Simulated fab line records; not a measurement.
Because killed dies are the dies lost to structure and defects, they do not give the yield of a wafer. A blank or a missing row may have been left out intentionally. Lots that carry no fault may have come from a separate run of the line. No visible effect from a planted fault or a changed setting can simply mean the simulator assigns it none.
Which tool did it? | flow nand-harc | 14 lots with 42 wafers sampled at 5 steps, on a route of 1302 steps

== WHAT EACH GAUGE READ, for each wafer ==
NHARC_THIN_TSV_CD_MEAS_16. Usual: cd-nm at 1000.0 nm, with a standard deviation of 1.5.
lot  | measured     | on        | cd-nm (nm)           | flag
L832 | day 24 08:04 | cd-sem-02 | 997.1 996.6 999.0    |
L834 | day 23 17:41 | cd-sem-03 | 999.8 1002.0 1000.1  |
L835 | day 25 11:50 | cd-sem-03 | 997.9 1001.0 999.4   |
L836 | day 25 10:40 | cd-sem-03 | 1000.3 999.4 999.2   |
L837 | day 26 06:05 | cd-sem-03 | 999.6 999.5 998.7    |
L838 | day 25 13:04 | cd-sem-02 | 1001.9 1001.7 999.8  |
L839 | day 26 20:05 | cd-sem-01 | 1000.5 999.4 1001.8  |
L840 | day 27 15:17 | cd-sem-01 | 1000.6 999.4 1000.5  |
L841 | day 27 14:04 | cd-sem-01 | 1001.9 999.8 998.6   |
L842 | day 27 18:22 | cd-sem-03 | 1000.2 1001.6 1000.8 |
L843 | day 28 08:28 | cd-sem-03 | 999.0 998.3 1001.7   |
L845 | day 29 06:49 | cd-sem-01 | 998.6 1000.0 1001.6  |
L846 | day 29 05:35 | cd-sem-03 | 997.0 998.7 997.7    |
L848 | day 30 01:09 | cd-sem-01 | 1000.2 1000.9 1000.6 |

NHARC_END_SORT_01. Usual: for defect-limited-yield, 91 % with a standard deviation of 3.1; for killed-at-array, 56 with a standard deviation of 21; for killed-at-other, 1.2 with a standard deviation of 1.6; for killed-at-periphery, 3.7 with a standard deviation of 2.5; for killed-dies, 61 with a standard deviation of 21; for killed-open, 3.1 with a standard deviation of 1.8; for killed-short, 2.8 with a standard deviation of 1.7.
lot  | measured     | on        | defect-limited-yield (%) | killed-at-array | killed-at-other | killed-at-periphery | killed-dies | killed-open | killed-short | flag
L832 | day 24 23:42 | prober-02 | 92 94 93                 | 52 39 47        | 2 1 0           | 1 2 1               | 55 42 48    | 2 2 4       | 6 2 2        |
L834 | day 24 09:13 | prober-01 | 87 88 89                 | 82 81 69        | 2 0 0           | 1 0 3               | 85 81 72    | 2 0 5       | 2 5 5        |
L835 | day 26 09:13 | prober-02 | 96 96 94                 | 23 23 30        | 0 0 1           | 4 4 7               | 27 27 38    | 8 3 7       | 3 4 2        |
L836 | day 26 00:51 | prober-01 | 88 91 90                 | 82 57 66        | 1 2 4           | 1 2 1               | 84 61 71    | 5 2 1       | 1 3 2        |
L837 | day 26 20:16 | prober-01 | 86 88 91                 | 85 75 54        | 1 1 1           | 6 7 5               | 92 83 60    | 4 5 4       | 8 2 1        |
L838 | day 26 02:19 | prober-02 | 89 90 88                 | 74 67 76        | 0 1 3           | 3 0 5               | 77 68 84    | 4 1 5       | 2 1 3        |
L839 | day 27 10:53 | prober-02 | 89 87 90                 | 69 81 65        | 1 6 4           | 6 4 2               | 76 91 71    | 1 5 5       | 3 2 2        |
L840 | day 28 04:38 | prober-02 | 91 91 90                 | 52 57 68        | 4 0 1           | 4 3 1               | 60 60 70    | 7 2 3       | 0 2 4        |
L841 | day 28 06:11 | prober-01 | 87 90 87                 | 75 65 88        | 4 0 1           | 6 2 1               | 85 67 90    | 2 2 1       | 3 2 3        |
L842 | day 28 14:04 | prober-01 | 94 96 94                 | 40 23 37        | 2 1 1           | 2 2 1               | 44 26 39    | 3 3 7       | 2 1 4        |
L843 | day 29 01:17 | prober-02 | 91 93 93                 | 47 47 42        | 3 0 0           | 8 2 5               | 58 49 47    | 5 0 2       | 4 2 3        |
L845 | day 29 19:11 | prober-02 | 90 84 82                 | 20 17 22        | 0 0 0           | 48 92 102           | 68 109 124  | 6 2 7       | 2 2 2        | OFF
L846 | day 30 02:55 | prober-02 | 90 87 87                 | 69 87 87        | 0 2 1           | 2 1 2               | 71 90 90    | 2 2 5       | 1 5 4        |
L848 | day 30 15:24 | prober-02 | 87 81 81                 | 34 31 19        | 1 0 0           | 52 99 107           | 87 130 126  | 5 5 1       | 3 3 1        | OFF

== WHICH TOOL RAN EACH LOT (tool, then ch and the chambers of the sampled wafers, then the start) ==
lot  | NHARC_P_M2_PVD_20            | NHARC_THIN_TSV_PVD_19                   | NHARC_THIN_TSV_DEGAS_53
L832 | pvd-sputter-03, day 7 01:10  | pvd-sputter-02, day 24 11:52 or earlier | pvd-sputter-02, day 24 11:52
L834 | pvd-sputter-02, day 7 05:48  | pvd-sputter-01, day 23 21:28 or earlier | pvd-sputter-03, day 23 21:28
L835 | pvd-sputter-01, day 7 12:41  | pvd-sputter-02, day 25 15:40 or earlier | pvd-sputter-02, day 25 15:40
L836 | pvd-sputter-02, day 8 02:07  | pvd-sputter-02, day 25 14:36 or earlier | pvd-sputter-02, day 25 14:36
L837 | pvd-sputter-03, day 8 20:41  | pvd-sputter-02, day 26 09:52 or earlier | pvd-sputter-03, day 26 09:52
L838 | pvd-sputter-01, day 8 21:29  | pvd-sputter-03, day 25 17:02 or earlier | pvd-sputter-02, day 25 17:02
L839 | pvd-sputter-03, day 9 15:15  | pvd-sputter-03, day 26 23:52 or earlier | pvd-sputter-02, day 26 23:52
L840 | pvd-sputter-02, day 9 15:32  | pvd-sputter-03, day 27 19:07 or earlier | pvd-sputter-03, day 27 19:07
L841 | pvd-sputter-03, day 10 03:47 | pvd-sputter-03, day 27 18:19 or earlier | pvd-sputter-03, day 27 18:19
L842 | pvd-sputter-02, day 10 19:02 | pvd-sputter-03, day 27 22:10 or earlier | pvd-sputter-01, day 27 22:10
L843 | pvd-sputter-02, day 11 02:55 | pvd-sputter-03, day 28 12:38 or earlier | pvd-sputter-03, day 28 12:38
L845 | pvd-sputter-02, day 12 10:23 | pvd-sputter-03, day 29 10:41 or earlier | pvd-sputter-01, day 29 10:41
L846 | pvd-sputter-03, day 12 11:22 | pvd-sputter-02, day 29 09:23 or earlier | pvd-sputter-01, day 29 09:23
L848 | pvd-sputter-02, day 13 06:45 | pvd-sputter-01, day 30 04:55 or earlier | pvd-sputter-02, day 30 04:55
- NHARC_P_M2_PVD_20: deposits TaN, target thk 5 nm, time 8.06 s.
- NHARC_THIN_TSV_PVD_19: deposits TaN, target thk 20 nm.
- NHARC_THIN_TSV_DEGAS_53: time 60 s.

== WHAT THE TOOLS THEMSELVES READ (means of the sampled wafers that have a number; where no wafer has one, the mark that the record gives instead) ==
NHARC_P_M2_PVD_20. Usual: substrate-temp-c 49.99 C, standard deviation 0.11; throttle-valve-pct 30.2 %, standard deviation 1.
lot  | tool           | substrate-temp-c (C) | throttle-valve-pct (%) | flag
L832 | pvd-sputter-03 | 49.94                | 30.1                   |
L834 | pvd-sputter-02 | 50.02                | 29.7                   |
L835 | pvd-sputter-01 | 50.01                | 30.3                   |
L836 | pvd-sputter-02 | 50.02                | 29.3                   |
L837 | pvd-sputter-03 | 49.82                | 30.6                   |
L838 | pvd-sputter-01 | 49.94                | 31.4                   |
L839 | pvd-sputter-03 | 49.94                | 30.2                   |
L840 | pvd-sputter-02 | 49.94                | 29.5                   |
L841 | pvd-sputter-03 | 49.97                | 30.5                   |
L842 | pvd-sputter-02 | 49.95                | 29.5                   |
L843 | pvd-sputter-02 | 50.05                | 28.8                   |
L845 | pvd-sputter-02 | 50.05                | 30.0                   |
L846 | pvd-sputter-03 | 49.94                | 30.9                   |
L848 | pvd-sputter-02 | 50.13                | 30.7                   |

NHARC_THIN_TSV_PVD_19. Usual: throttle-valve-pct at 30.3 %, with a standard deviation of 1.2.
lot  | tool           | throttle-valve-pct (%) | flag
L832 | pvd-sputter-02 | 30.6                   |
L834 | pvd-sputter-01 | 30.5                   |
L835 | pvd-sputter-02 | 29.8                   |
L836 | pvd-sputter-02 | 31.4                   |
L837 | pvd-sputter-02 | 30.4                   |
L838 | pvd-sputter-03 | 30.6                   |
L839 | pvd-sputter-03 | 30.6                   |
L840 | pvd-sputter-03 | 30.4                   |
L841 | pvd-sputter-03 | 30.2                   |
L842 | pvd-sputter-03 | 31.1                   |
L843 | pvd-sputter-03 | 30.5                   |
L845 | pvd-sputter-03 | 31.0                   |
L846 | pvd-sputter-02 | 29.3                   |
L848 | pvd-sputter-01 | 30.6                   |

NHARC_THIN_TSV_DEGAS_53. Usual: heater-power-w at 455 W, with a standard deviation of 49.
lot  | tool           | heater-power-w (W) | flag
L832 | pvd-sputter-02 | 420                |
L834 | pvd-sputter-03 | 442                |
L835 | pvd-sputter-02 | 431                |
L836 | pvd-sputter-02 | 475                |
L837 | pvd-sputter-03 | 456                |
L838 | pvd-sputter-02 | 438                |
L839 | pvd-sputter-02 | 399                |
L840 | pvd-sputter-03 | 442                |
L841 | pvd-sputter-03 | 443                |
L842 | pvd-sputter-01 | 491                |
L843 | pvd-sputter-03 | 438                |
L845 | pvd-sputter-01 | 487                |
L846 | pvd-sputter-01 | 462                |
L848 | pvd-sputter-02 | 475                |

== THE ANSWER, worked out from the rows above alone ==
Rule: a lot is off if the mean of its wafers that have a number lies more than 3 standard deviations from the usual mean. Also off: a lot with no number at a reading for which 4 or more lots have one. Any other lot the step has rows for is counted as sound. Order of review: gauges by route order, followed by the tools' own readings, for which a lot's mean as printed above is used. At the first step where some lot is off, the reading lying furthest off is the one used; lots without a number count as furthest.
Off at NHARC_END_SORT_01 (killed-at-periphery): L845, L848.
A tool fits if, at a process step before that reading, it ran every lot that is off, and no sound lot after the first of them. Gauges at NHARC_END_SORT_01: tried the same way as those tools. With no start given for some of its lots, NHARC_THIN_TSV_PVD_19 uses the hours and lot order of NHARC_THIN_TSV_DEGAS_53. One fits: NHARC_P_M2_PVD_20 on pvd-sputter-02. Its last sound lot is L843 (day 11 02:55), its first lot that is off L845 (day 12 10:23): a fault that began between those two fits.

== WHAT THE SIMULATOR HAD INSERTED ==
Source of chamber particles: pvd-sputter-02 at NHARC_P_M2_PVD_20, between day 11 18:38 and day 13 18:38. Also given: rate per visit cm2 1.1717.
Lots struck among those shown: L845, L848. The rule above reached the same finding.
